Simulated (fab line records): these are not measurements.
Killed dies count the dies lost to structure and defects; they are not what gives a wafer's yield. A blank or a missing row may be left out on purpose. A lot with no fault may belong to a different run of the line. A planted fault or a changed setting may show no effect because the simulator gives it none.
Matching of chambers    flow nand-harc    4 sister chambers for NHARC_A_STAIRCASE_DESCUM_443 on rie-diel-04
The step chemistry O2, time 3 s. 16 wafers are shown with their chamber, then 8 later ones without.

## WAFERS WITH THEIR CHAMBER
wafer   chamber  drypump-motor-current-A (A)  showerhead-plenum-p-Torr (Torr)  oes-product-au (a.u.)
L075.2  0        6.01                         1.86                             1.003
L075.3  2        5.53                         1.88                             0.983
L075.4  1        5.79                         2.06                             1.006
L078.3  2        5.55                         1.88                             0.998
L078.5  1        5.78                         2.05                             1.016
L078.6  2        5.52                         1.88                             1.000
L084.2  1        5.80                         2.05                             1.015
L084.3  0        6.01                         1.85                             1.007
L084.6  2        5.51                         1.87                             0.981
L084.1  2        5.52                         1.87                             0.981
L084.4  3        5.23                         1.82                             1.005
L084.5  1        5.77                         2.05                             1.012
L087.2  3        5.25                         1.82                             1.000
L087.3  0        6.01                         1.85                             1.012
L087.4  1        5.77                         2.05                             1.013
L090.2  0        6.02                         1.85                             1.006

SIGNATURES (means of the wafers above)
reading                   chamber 0  chamber 1  chamber 2  chamber 3  scatter within a chamber
drypump-motor-current-A   6.0125     5.7820     5.5260     5.2400     0.0125
showerhead-plenum-p-Torr  1.8525     2.0520     1.8760     1.8200     0.00479
oes-product-au            1.00700    1.01240    0.98860    1.00250    0.00633
Rule: a wafer lies at a distance from a chamber equal to the root of the sum of squares, over the readings, of (its reading less the chamber's mean, divided by the reading's scatter). If the next closest chamber is less than 2 further off than the closest, the wafer can't be placed; otherwise it belongs to the closest. The scatter is the square root of a quotient: the sum, over the shown wafers, of each reading's squared deviation from its chamber's mean, divided by wafers minus chambers.

## WAFERS MISSING THEIR CHAMBER
wafer   drypump-motor-current-A (A)  showerhead-plenum-p-Torr (Torr)  oes-product-au (a.u.)
L090.4  5.53                         1.87                             0.977
L090.6  6.01                         1.85                             1.009
L090.1  5.24                         1.82                             1.001
L090.3  5.76                         2.04                             1.017
L090.5  5.76                         2.04                             1.008
L096.3  5.52                         1.86                             0.986
L096.4  6.00                         1.84                             1.004
L096.6  5.52                         1.86                             0.978

## EACH ONE'S CHAMBER
wafer   from the rows above  in truth
L090.4  2                    2
L090.6  0                    0
L090.1  3                    3
L090.3  1                    1
L090.5  1                    1
L096.3  2                    2
L096.4  0                    0
L096.6  2                    2
Correct placement for 8 of the 8. From these rows, 0 cannot be placed. 0 placed wrongly.
